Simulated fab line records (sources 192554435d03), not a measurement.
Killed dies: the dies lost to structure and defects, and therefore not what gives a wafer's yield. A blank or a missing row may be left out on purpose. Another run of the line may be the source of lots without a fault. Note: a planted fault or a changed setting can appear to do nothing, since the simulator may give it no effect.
fab line records | flow n5-finfet
record: lots: 10 wafers: 25 last-day: 17
route steps=1938 shown HKMG_FIN@412 BEOL_M4@1111 PASSIVATION@1936
lots that met no fault: taken from a fault-free run of the same line
start-h: start of the lot's first displayed wafer, in hours after the record's first day | wait-h: hours since the lot's step before | " the same as in the row above | L1.1+2: one row covering several wafers at once | - either no value or no given start | * or withheld: withheld | < > ~ a bound
route shown NAME@n: NAME is a module with steps in the file, n the number in the route of the first one | usual: average and standard deviation across the fault-free wafers | same: alike in all rows | chamber/n: place in a boat | sites: readings site by site | _std_site: standard deviation across them | _edge_site: mean of outer sites minus mean of inner sites | radius-mm: how far each site lies from the wafer's centre | mask NAME#n: copy n | behind: tool/chamber where the wafer was last shaped | hold: what put the lot on hold/how long, in hours/how the hold closed | device: transistor that didn't switch, given as n, p or np | end of line: tests of these same wafers at the route's end | a step with no rows: only its recipe | killed: not the wafer's yield, but the dies lost to structure and defects at the first sort | map: shows each die of a wafer: x if killed, . if not, _ if none is there
set.NAME: setting as actually run; set.NAME@STEP: the setting as run at that earlier step | model.NAME: the simulator's own value behind a step, which no gauge read
one table for each step of the route and one row for each wafer, over a sample of lots
services: from which hour (start-h, from the record's first day; less than 0 if before it) a tool's chamber was out of use, for how many hours, and why
== steps ==
step: N5_HKMG_FIN_ALD_79
recipe: material: TiN target-thk-a: 15 temp-c: 400 ald-precursor-family: TiCl4 ald-co-reactant: NH3 pulse-time-s: 1 purge-time-s: 3 co-reactant-purge-time-s: 2 co-reactant-pulse-time-s: 2 ald-cycles: 68 pressure-torr: 3
usual: heater-power-w: 872/53 precursor-pulse-height-rel: 0.999/0.022
columns lot.wafer tool chamber start-h wait-h heater-power-w precursor-pulse-height-rel
L461.4 ald-metal-04 2 80.27 0.0 762 0.967
L461.6 " 0 " " 861 1.012
L460.1 ald-metal-02 3 81.78 0.0 861 1.059
L460.4 " 2 " " 964 0.997
L462.2 ald-metal-01 0 87.05 0.0 830 1.023
L462.5 " 3 " " 864 0.977
L463.4 ald-metal-01 1 99.89 0.0 846 1.000
L463.5 " 1 " " 863 1.030
L463.6 " 2 " " 861 0.992
L466.2 ald-metal-02 0 110.80 0.0 969 1.030
L466.3 " 3 " " 863 1.012
L466.6 " 0 " " 978 0.991
L471.1 ald-metal-02 1 159.15 0.0 847 0.999
L471.3 " 3 " " 854 0.947
L471.4 " 0 " " 946 1.002
L472.2 ald-metal-02 0 162.20 0.0 947 0.969
L472.4 " 3 " " 875 0.985
L472.6 " 3 " " 862 1.037
L474.5 ald-metal-04 2 171.54 0.2 753 1.014
L474.6 " 3 " " 925 1.025
L480.2 ald-metal-02 1 196.80 0.0 860 1.006
L480.3 " 0 " " 986 1.000
L480.5 " 3 " " 864 1.045
L483.2 ald-metal-01 0 215.82 0.0 823 0.993
L483.5 " 0 " " 808 0.972
step: N5_HKMG_FIN_DESCUM_17
recipe: chemistry: O2 time-s: 7.9 source-power-w: 50 bias-power-w: 20 pressure-mtorr: 20 rf-frequency-hz: 2.712e+07 temp-c: 40 resist: CAR-ArF o2-flow-sccm: 225
usual: bias-power-w: 20.01/0.063 drypump-motor-current-A: 5.6/0.44 oes-product-au: 0.80/0.1 rf-vpp-V: 243.3/1.1 showerhead-plenum-p-Torr: 2.11/0.055 throttle-valve-pct: 20.60/0.15
columns lot.wafer tool chamber start-h wait-h bias-power-w drypump-motor-current-A oes-product-au rf-hours-counter-h rf-vpp-V showerhead-plenum-p-Torr throttle-valve-pct
L461.4 rie-diel-04 3 82.56 0.3 19.98 6.2 0.71 - 243.4 2.18 20.59
L461.6 " 1 " " 19.98 5.2 0.94 - 242.6 2.03 20.34
L460.1 rie-diel-03 3 83.68 0.0 19.94 5.5 0.66 243 244.9 2.15 20.76
L460.4 " 2 " " 19.99 5.4 0.72 195 244.5 2.16 20.66
L462.2 rie-diel-03 1 88.93 0.0 20.04 6.3 0.86 44 242.9 2.15 20.54
L462.5 " 0 " " 19.97 5.8 0.68 - 241.4 2.07 20.54
L463.4 rie-diel-04 3 101.89 0.0 19.98 6.3 0.71 208 243.2 2.18 20.57
L463.5 " 0 " " 20.04 4.8 0.88 - 243.2 2.15 20.47
L463.6 " 1 " " 20.10 5.3 0.91 - 242.8 2.03 20.36
L466.2 rie-diel-05 1 112.94 0.1 19.90 5.3 0.68 249 243.9 2.16 20.85
L466.3 " 3 " " 20.07 5.8 0.74 156 243.2 2.11 20.86
L466.6 " 0 " " 19.99 6.0 0.74 - 242.8 2.01 20.50
L471.1 rie-diel-04 2 161.12 0.0 20.00 5.5 0.91 23 241.9 2.08 20.78
L471.3 " 0 " " 20.02 4.8 0.84 66 244.4 2.14 20.50
L471.4 " 1 " " 19.93 5.3 0.87 36 244.7 2.02 20.39
L472.2 rie-diel-04 3 164.32 0.0 19.91 6.3 0.70 228 243.8 2.17 20.60
L472.4 " 1 " " 20.07 5.3 0.87 37 240.2 2.02 20.39
L472.6 " 0 " " 19.92 4.8 0.84 - 243.2 2.14 20.48
L474.5 rie-diel-05 0 173.38 0.2 19.96 6.0 0.73 - 242.0 2.00 20.53
L474.6 " 3 " " 19.95 5.8 0.71 - 242.4 2.10 20.90
L480.2 rie-diel-03 2 199.09 0.1 19.81 5.4 0.67 242 243.0 2.15 20.73
L480.3 " 3 " " 20.00 5.5 0.88 32 242.4 2.13 20.41
L480.5 " 2 " " 19.89 5.4 0.68 - 246.4 2.15 20.72
L483.2 rie-diel-03 2 217.92 0.0 20.01 5.4 0.68 248 243.6 2.15 20.73
L483.5 " 3 " " 20.05 5.5 0.89 - 243.5 2.13 20.45
step: N5_HKMG_FIN_ETCH_31
recipe: chemistry: CF4 target: SiARC target-depth-a: 455 mask-material: CAR-ArF time-s: 75.8 ion-energy-ev: 80 pressure-mtorr: 40 source-w: 545 bias-w: 36 Ar_flow_sccm: 100 cf4-flow-sccm: 100 ends: cleared
usual: drypump-motor-current-A: 5.6/0.44 etch-rf-on-time-s: 75.9/2.5 mfc-ar-sccm: 100.0/0.3 oes-product-au: 0.68/0.088 rf-vpp-V: 184.2/1 showerhead-plenum-p-Torr: 2.15/0.047 throttle-valve-pct: 15.66/0.18
columns lot.wafer tool chamber start-h wait-h drypump-motor-current-A etch-rf-on-time-s mfc-ar-sccm oes-product-au rf-hours-counter-h rf-vpp-V showerhead-plenum-p-Torr throttle-valve-pct
L461.4 rie-diel-04 3 82.60 0.0 6.3 75.9 100.3 0.62 - 185.8 2.20 15.60
L461.6 " 1 " " 5.3 74.7 99.6 0.80 - 182.8 2.11 15.66
L460.1 rie-diel-03 3 83.71 0.0 5.5 75.9 100.2 0.57 243 185.9 2.20 15.93
L460.4 " 2 " " 5.3 74.7 100.2 0.62 195 183.3 2.20 15.85
L462.2 rie-diel-03 1 88.96 0.0 6.3 78.1 100.3 0.73 44 184.5 2.17 15.48
L462.5 " 0 " " 5.8 79.0 100.0 0.58 - 183.2 2.14 15.85
L463.4 rie-diel-04 3 101.92 0.0 6.3 75.4 99.4 0.62 208 185.6 2.20 15.62
L463.5 " 0 " " 4.8 72.0 100.0 0.77 - 185.1 2.18 15.39
L463.6 " 1 " " 5.3 74.3 100.0 0.79 - 182.7 2.11 15.66
L466.2 rie-diel-05 1 112.97 0.0 5.3 74.7 99.9 0.58 249 184.7 2.19 16.00
L466.3 " 3 " " 5.8 77.6 99.9 0.62 156 184.2 2.15 15.96
L466.6 " 0 " " 6.0 77.9 99.8 0.62 - 182.2 2.05 15.66
L471.1 rie-diel-04 2 161.16 0.0 5.5 73.7 100.2 0.78 23 185.2 2.07 15.50
L471.3 " 0 " " 4.8 74.2 100.3 0.73 66 184.6 2.17 15.44
L471.4 " 1 " " 5.3 47.5 99.8 0.99 36 184.0 2.10 15.72
L472.2 rie-diel-04 3 164.36 0.0 6.3 48.8 100.0 0.79 228 184.3 2.19 15.66
L472.4 " 1 " " 5.3 48.0 100.1 0.97 37 183.4 2.10 15.72
L472.6 " 0 " " 4.8 74.4 99.8 0.74 - 184.3 2.17 15.44
L474.5 rie-diel-05 0 173.42 0.0 5.9 78.0 100.7 0.60 - 183.3 2.04 15.69
L474.6 " 3 " " 5.8 77.4 99.9 0.60 - 182.8 2.14 16.00
L480.2 rie-diel-03 2 199.13 0.0 5.3 75.5 99.3 0.59 242 184.1 2.19 15.96
L480.3 " 3 " " 5.5 70.8 99.8 0.78 32 185.9 2.18 15.51
L480.5 " 2 " " 5.4 75.2 99.9 0.60 - 185.2 2.19 15.95
L483.2 rie-diel-03 2 217.95 0.0 5.4 75.1 99.4 0.59 248 184.5 2.18 15.97
L483.5 " 3 " " 5.4 71.7 99.5 0.77 - 185.0 2.18 15.50
step: N5_HKMG_FIN_ETCH_86
recipe: chemistry: N2/H2 target: SOC target-depth-a: 3932 stop-on: TiN ion-energy-ev: 100 bias-w: 61 pressure-mtorr: 30 source-w: 850 n2-flow-sccm: 200 h2-flow-sccm: 200
usual: drypump-motor-current-A: 5.6/0.46 oes-product-au: 0.79/0.086 rf-vpp-V: 240.9/1 showerhead-plenum-p-Torr: 2.55/0.057 throttle-valve-pct: 17.92/0.23
columns lot.wafer tool chamber start-h wait-h drypump-motor-current-A oes-product-au rf-hours-counter-h rf-vpp-V showerhead-plenum-p-Torr throttle-valve-pct
L461.4 rie-diel-05 3 83.88 - 5.8 0.74 148 240.5 2.53 18.02
L461.6 " 3 " " 5.8 0.74 - 239.9 2.53 17.99
L460.1 rie-diel-04 3 85.01 - 6.3 0.73 201 241.7 2.64 18.01
L460.4 " 0 " " 4.8 0.87 - 239.4 2.55 17.35
L462.2 rie-diel-04 0 90.27 - 4.8 0.87 41 241.0 2.55 17.35
L462.5 " 1 " " 5.3 0.92 - 239.4 2.53 18.08
L463.4 rie-diel-04 1 103.22 - 5.3 0.90 15 239.8 2.52 18.09
L463.5 " 2 " " 5.5 0.97 - 239.6 2.51 17.93
L463.6 " 1 " " 5.3 0.91 - 239.6 2.52 18.11
L466.2 rie-diel-05 3 114.50 - 5.8 0.73 157 242.1 2.53 18.01
L466.3 " 1 " " 5.3 0.67 250 241.2 2.63 18.41
L466.6 " 3 " " 5.8 0.73 - 241.4 2.53 18.04
L471.1 rie-diel-04 3 162.47 - 6.3 0.71 227 242.4 2.63 18.06
L471.3 " 0 " " 4.8 0.84 66 241.4 2.54 17.39
L471.4 " 1 " " 5.3 0.86 37 240.0 2.52 18.11
L472.2 rie-diel-04 0 165.71 - 4.8 0.84 68 239.4 2.54 17.38
L472.4 " 2 " " 5.5 0.89 25 239.9 2.50 17.97
L472.6 " 2 " " 5.5 0.90 - 241.1 2.50 17.97
L474.5 rie-diel-04 0 174.78 - 4.8 0.83 - 242.5 2.54 17.41
L474.6 " 1 " " 5.3 0.86 - 240.4 2.51 18.15
L480.2 rie-diel-04 2 200.49 - 5.5 0.89 34 240.9 2.50 17.98
L480.3 " 0 " " 4.8 0.82 82 241.7 2.54 17.42
L480.5 " 0 " " 4.8 0.81 - 241.2 2.54 17.43
L483.2 rie-diel-05 0 219.28 - 6.0 0.70 199 237.6 2.42 17.88
L483.5 " 0 " " 6.0 0.70 - 238.6 2.42 17.86
step: N5_BEOL_M4_RC_MEAS_101
usual: DIBL_N: 36.0/2 DIBL_P: 35.9/2.5 IOFF_N: 0.16/0.038 IOFF_P: 0.21/0.04 ION_N: 675/14 ION_P: 462/9.4 SS_N: 71.5/0.75 SS_P: 73.2/0.74 VT_N: 250/3.9 VT_P: -251/3.2
columns lot.wafer tool chamber start-h wait-h DIBL_N[mV/V] DIBL_P[mV/V] IOFF_N[nA/um] IOFF_P[nA/um] ION_N[uA/um] ION_P[uA/um] SS_N[mV/dec] SS_P[mV/dec] VT_N[mV] VT_P[mV]
L461.4 prober-01 0 164.16 0.5 35.2 35.1 0.17 0.22 691 472 70.9 73.1 244 -245
L461.6 " 0 " " 36.8 35.2 0.21 0.22 694 466 71.7 73.5 242 -246
L460.1 prober-01 0 166.62 0.0 37.7 35.8 0.20 0.20 667 455 72.2 72.8 249 -252
L460.4 " 0 " " 36.3 33.6 0.16 0.16 675 452 71.1 72.4 250 -255
L462.2 prober-01 0 178.60 0.2 40.0 37.8 0.23 0.28 690 468 72.1 74.2 242 -246
L462.5 " 0 " " 32.6 30.3 0.12 0.18 679 474 69.8 72.2 249 -251
L463.4 prober-01 0 182.65 0.5 36.7 37.6 0.18 0.24 670 463 72.8 73.0 249 -249
L463.5 " 0 " " 37.8 38.4 0.21 0.24 678 455 73.3 74.1 250 -249
L463.6 " 0 " " 34.0 33.3 0.13 0.16 667 459 72.2 73.1 257 -254
L466.2 prober-02 0 200.00 0.2 32.5 32.2 0.11 0.16 679 473 69.6 71.7 256 -251
L466.3 " 0 " " 35.9 35.1 0.15 0.19 676 460 70.2 73.4 251 -251
L466.6 " 0 " " 35.7 35.0 0.15 0.18 675 464 70.1 72.7 251 -249
L471.1 prober-02 0 249.46 0.0 33.3 33.2 0.11 0.15 661 450 71.0 72.3 254 -255
L471.3 " 0 " " 34.7 34.8 0.13 0.16 661 446 70.9 72.7 250 -254
L471.4 " 0 " " 36.6 37.3 0.16 0.19 656 446 72.3 74.1 253 -255
L472.2 prober-01 0 249.63 0.2 33.6 33.9 0.11 0.16 669 461 71.3 72.5 254 -254
L472.4 " 0 " " 37.2 37.7 0.18 0.20 682 460 71.8 73.6 248 -254
L472.6 " 0 " " 37.0 37.6 0.18 0.21 693 463 71.1 73.7 244 -253
L474.5 prober-02 0 268.78 0.6 35.2 36.0 0.17 0.22 695 472 71.0 73.5 248 -248
L474.6 " 0 " " 32.2 30.1 0.10 0.13 655 448 70.8 71.6 257 -258
L480.2 prober-01 0 276.71 0.2 36.8 37.8 0.16 0.21 685 465 71.4 73.6 250 -248
L480.3 " 0 " " 31.9 32.6 0.09 0.15 660 463 70.5 71.4 258 -256
L480.5 " 0 " " 35.9 36.6 0.15 0.20 676 468 71.2 72.9 251 -251
L483.2 prober-01 0 311.46 0.2 38.3 37.2 0.19 0.21 689 465 72.3 74.2 249 -253
L483.5 " 0 " " 39.1 37.9 0.21 0.22 679 454 73.5 73.3 246 -250
step: N5_PASSIVATION_PROBE_49
usual: defect-limited-yield: 91.3/1.5 killed_at_M0_to_M3: 33/12 killed_at_M4_up: 15/5.2 killed-at-contacts: 12/5.1 killed-at-front-end: 39/11 killed-at-other: 5/3.6 killed-dies: 103/18 killed-open: 67/13 killed-short: 33/7.8 sort_bin_5_function: 5.1/0.96 sort_bin_6_memory: 3.2/0.71 sort-n-pass: 1077/18 sort-yield-pct: 91.3/1.5
same: gross-dies: 1180 killed-at-back-side: 0 sort_bin_4_leakage[%]: 0 sort_bin_8_speed[%]: 0
columns lot.wafer tool chamber start-h wait-h defect-limited-yield[%] killed_at_M0_to_M3 killed_at_M4_up killed-at-contacts killed-at-front-end killed-at-other killed-dies killed-open killed-short sort_bin_5_function[%] sort_bin_6_memory[%] sort-n-pass sort-yield-pct[%]
L461.4 prober-02 - 254.26 0.2 90.4 32 19 6 49 7 113 73 38 6.3 2.9 1067 90.4
L461.6 prober-02 - 254.36 0.3 88.9 51 18 14 45 3 131 93 38 6.1 4.9 1049 88.9
L463.4 prober-02 - 278.62 0.2 90.9 43 14 13 31 6 107 81 24 4.7 4.2 1073 90.9
L463.5 prober-02 - 278.67 0.2 90.3 43 13 14 39 5 114 72 32 4.5 4.2 1066 90.3
L463.6 prober-02 - 278.72 0.3 89.8 47 24 7 35 7 120 81 38 6.5 3.5 1060 89.8
L471.3 prober-02 - 348.55 0.1 92.2 24 17 7 39 5 92 53 25 4.3 2.0 1088 92.2
L471.4 prober-02 - 348.60 0.2 91.9 34 6 28 22 5 95 56 38 4.5 3.2 1085 91.9
L472.2 prober-01 - 348.63 0.1 92.6 22 20 5 35 5 87 53 25 4.3 2.1 1093 92.6
L472.4 prober-01 - 348.73 0.2 91.6 24 19 13 41 2 99 49 42 4.5 3.1 1081 91.6
L472.6 prober-01 - 348.83 0.3 93.1 21 13 6 35 6 81 41 28 2.9 2.5 1099 93.1
L474.5 prober-02 - 364.71 0.2 89.6 32 8 13 66 4 123 74 41 6.2 3.1 1057 89.6
L474.6 prober-02 - 364.76 0.3 88.2 38 19 9 73 0 139 100 38 7.0 4.5 1041 88.2
L480.2 prober-02 - 379.38 0.1 89.8 41 21 15 41 2 120 70 35 5.3 3.7 1060 89.8
L480.3 prober-02 - 379.43 0.1 92.2 23 18 14 36 1 92 59 24 4.0 3.0 1088 92.2
L480.5 prober-02 - 379.53 0.2 90.8 21 21 15 48 3 108 70 29 5.2 3.1 1072 90.8
L483.2 prober-02 - 415.98 0.1 92.0 26 13 17 31 7 94 63 30 4.3 3.4 1086 92.0
L483.5 prober-02 - 416.13 0.2 88.8 53 14 18 46 1 132 97 34 6.9 3.8 1048 88.8
killed by level:class
L461.4 FIN_SAQP:geometric-particle:open=19 FIN_SAQP:geometric-particle:short=18 BEOL_M5:geometric-particle:open=9 BEOL_M2:geometric-particle:open=7 BEOL_M3:geometric-particle:open=6 MOL_CONTACT_COAG:geometric-particle:open=5 BEOL_M1:geometric-particle:open=5 STI_FIN_REVEAL:geometric-particle:open=4
L461.6 FIN_SAQP:geometric-particle:open=14 BEOL_M0_SAQP:geometric-particle:open=14 BEOL_M2:geometric-particle:open=13 MOL_CONTACT_COAG:geometric-particle:open=10 BEOL_M3:geometric-particle:open=10 BEOL_M0_SAQP:geometric-particle:short=9 FIN_SAQP:geometric-particle:short=8 BEOL_M5:geometric-particle:open=8
L463.4 BEOL_M0_SAQP:geometric-particle:open=13 FIN_SAQP:geometric-particle:open=10 MOL_CONTACT_COAG:geometric-particle:open=9 BEOL_M4:geometric-particle:open=9 BEOL_M2:geometric-particle:open=7 BEOL_M3:geometric-particle:open=7 DUMMY_GATE:geometric-particle:open=6 BEOL_M0_SAQP:geometric-particle:short=6
L463.5 BEOL_M0_SAQP:geometric-particle:short=13 BEOL_M0_SAQP:geometric-particle:open=13 MOL_CONTACT_COAG:geometric-particle:open=10 HKMG_FIN:area-etch=8 DUMMY_GATE:geometric-particle:open=7 BEOL_M3:geometric-particle:open=7 STI_FIN_REVEAL:geometric-particle:open=6 BEOL_M0:geometric-particle:open=5
L463.6 BEOL_M0_SAQP:geometric-particle:open=14 BEOL_M4:geometric-particle:open=12 BEOL_M3:geometric-particle:open=9 BEOL_M4:geometric-particle:short=7 DUMMY_GATE:geometric-particle:open=6 MOL_CONTACT_COAG:geometric-particle:open=6 FIN_SAQP:geometric-particle:open=5 FIN_SAQP:geometric-particle:short=5
L471.3 HKMG_FIN:area-etch=14 MOL_CONTACT_COAG:geometric-particle:open=7 STI_FIN_REVEAL:geometric-particle:open=5 BEOL_M3:geometric-particle:open=5 BEOL_M4:geometric-particle:open=5 FIN_SAQP:geometric-particle:short=4 BEOL_M0_SAQP:geometric-particle:short=4 BEOL_M0_SAQP:geometric-particle:open=4
L471.4 MOL_CONTACT_COAG:geometric-particle:open=17 MOL_CONTACT_COAG:geometric-particle:short=11 BEOL_M1:geometric-particle:open=8 GATE_CUT:geometric-particle:open=7 BEOL_M0_SAQP:geometric-particle:short=6 BEOL_M2:geometric-particle:open=5 BEOL_M3:geometric-particle:open=4 STARTING-WAFER:geometric-particle:short=4
L472.2 BEOL_M4:geometric-particle:open=11 BEOL_M0_SAQP:geometric-particle:open=10 BEOL_M0_SAQP:geometric-particle:short=8 HKMG_FIN:area-etch=8 STI_FIN_REVEAL:geometric-particle:open=7 FIN_SAQP:geometric-particle:open=6 FIN_SAQP:geometric-particle:short=4 MOL_CONTACT_COAG:geometric-particle:open=4
L472.4 FIN_SAQP:geometric-particle:short=13 FIN_SAQP:geometric-particle:open=10 BEOL_M4:geometric-particle:open=8 MOL_CONTACT_COAG:geometric-particle:open=7 HKMG_FIN:area-etch=7 MOL_CONTACT_COAG:geometric-particle:short=6 BEOL_M0_SAQP:geometric-particle:short=6 BEOL_M2:geometric-particle:open=6
L472.6 HKMG_FIN:area-etch=12 BEOL_M4:geometric-particle:open=7 BEOL_M0_SAQP:geometric-particle:short=6 BEOL_M2:geometric-particle:open=5 FIN_SAQP:geometric-particle:open=4 MOL_CONTACT_COAG:geometric-particle:open=4 BEOL_M0_SAQP:geometric-particle:open=4 STARTING-WAFER:geometric-particle:open=4
L474.5 FIN_SAQP:geometric-particle:open=18 STI_FIN_REVEAL:geometric-particle:open=14 FIN_SAQP:geometric-particle:short=13 MOL_CONTACT_COAG:geometric-particle:open=12 BEOL_M0_SAQP:geometric-particle:short=9 BEOL_M3:geometric-particle:open=9 HKMG_FIN:area-etch=8 BEOL_M0_SAQP:geometric-particle:open=7
L474.6 STI_FIN_REVEAL:geometric-particle:open=24 BEOL_M3:geometric-particle:open=16 BEOL_M4:geometric-particle:open=12 FIN_SAQP:geometric-particle:short=9 FIN_SAQP:geometric-particle:open=9 STI_FIN_REVEAL:geometric-particle:short=8 MOL_CONTACT_COAG:geometric-particle:open=8 BEOL_M0_SAQP:geometric-particle:open=8
L480.2 GATE_CUT:geometric-particle:short=9 MOL_CONTACT_COAG:geometric-particle:open=9 BEOL_M1:geometric-particle:open=9 HKMG_FIN:area-etch=8 BEOL_M0_SAQP:geometric-particle:open=7 BEOL_M3:geometric-particle:open=7 BEOL_M0_SAQP:geometric-particle:short=6 BEOL_M2:geometric-particle:open=6
L480.3 MOL_CONTACT_COAG:geometric-particle:open=13 HKMG_FIN:area-etch=9 BEOL_M4:geometric-particle:open=8 GATE_CUT:geometric-particle:short=7 BEOL_M0_SAQP:geometric-particle:open=7 GATE_CUT:geometric-particle:open=5 BEOL_M1:geometric-particle:open=4 BEOL_M3:geometric-particle:open=4
L480.5 MOL_CONTACT_COAG:geometric-particle:open=12 FIN_SAQP:geometric-particle:open=9 GATE_CUT:geometric-particle:short=9 HKMG_FIN:area-etch=8 BEOL_M4:geometric-particle:open=7 DUMMY_GATE:geometric-particle:open=5 BEOL_M1:geometric-particle:open=5 BEOL_M0_SAQP:geometric-particle:open=4
L483.2 MOL_CONTACT_COAG:geometric-particle:open=15 FIN_SAQP:geometric-particle:short=9 FIN_SAQP:geometric-particle:open=8 STARTING-WAFER:geometric-particle:short=5 BEOL_M0_SAQP:geometric-particle:open=5 BEOL_M3:geometric-particle:open=5 BEOL_M0_SAQP:geometric-particle:short=4 BEOL_M1:geometric-particle:open=4
L483.5 BEOL_M0_SAQP:geometric-particle:open=21 FIN_SAQP:geometric-particle:open=18 MOL_CONTACT_COAG:geometric-particle:open=16 BEOL_M3:geometric-particle:open=12 BEOL_M0_SAQP:geometric-particle:short=8 FIN_SAQP:geometric-particle:short=6 STI_FIN_REVEAL:geometric-particle:open=6 DUMMY_GATE:geometric-particle:open=4
== services ==
columns tool chamber start-h hours kind
rie-diel-05 0 63.64 5.0 repair
rie-diel-04 2 78.35 - clean
rie-diel-04 2 78.35 - consumable-replace:focus-ring
rie-diel-04 2 78.35 20.8 scheduled-down
rie-diel-04 2 78.35 20.8 vent-cycle
ald-metal-02 - 82.13 2.8 pm
ald-metal-04 - 87.69 8.7 pm
rie-diel-03 3 104.51 - clean
rie-diel-03 3 104.51 - consumable-replace:focus-ring
rie-diel-03 3 104.51 17.2 scheduled-down
rie-diel-03 3 104.51 17.2 vent-cycle
rie-diel-05 1 114.63 - clean
rie-diel-05 1 114.63 - consumable-replace:focus-ring
rie-diel-05 1 114.63 18.1 scheduled-down
rie-diel-05 1 114.63 18.1 vent-cycle
rie-diel-04 3 149.33 7.2 repair
ald-metal-02 3 159.16 - calibration
rie-diel-04 2 169.75 12.7 repair
rie-diel-03 0 180.04 - clean
rie-diel-03 0 180.04 - consumable-replace:focus-ring
rie-diel-03 0 180.04 25.4 scheduled-down
rie-diel-03 0 180.04 25.4 vent-cycle
rie-diel-04 2 205.62 6.8 repair
== key ==
first-sign: step: N5_HKMG_FIN_ETCH_31 reading: etch-rf-on-time-s direction: down sigmas: 11 usual: * struck: *
effect: step: N5_HKMG_FIN_ETCH_31 reading: oes-product-au direction: up sigmas: 2.6 usual: 0.68 struck: 0.92
met-at N5_HKMG_FIN_ETCH_31
struck-lots L471,L472
struck-wafers L471.4,L472.2,L472.4
baseline-loss: step: N5_HKMG_FIN_ETCH_86 wafers: L471.3,L472.6
not-acting-at N5_HKMG_FIN_ALD_79,N5_HKMG_FIN_DESCUM_17,N5_HKMG_FIN_ETCH_86
onset-between 101.92 161.16
fault: kind: process-parameter-drift tool: rie-diel-04 chamber: - onset-h: 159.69 steps: N5_HKMG_FIN_ETCH_31 channel: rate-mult offset: 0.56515 shape: step end-h: 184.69 scope: struck-wafers-only
baseline-loss: these wafers lose ten dies or more at that step, a loss of the line's own and not of a fault; the sort's usual values leave them out
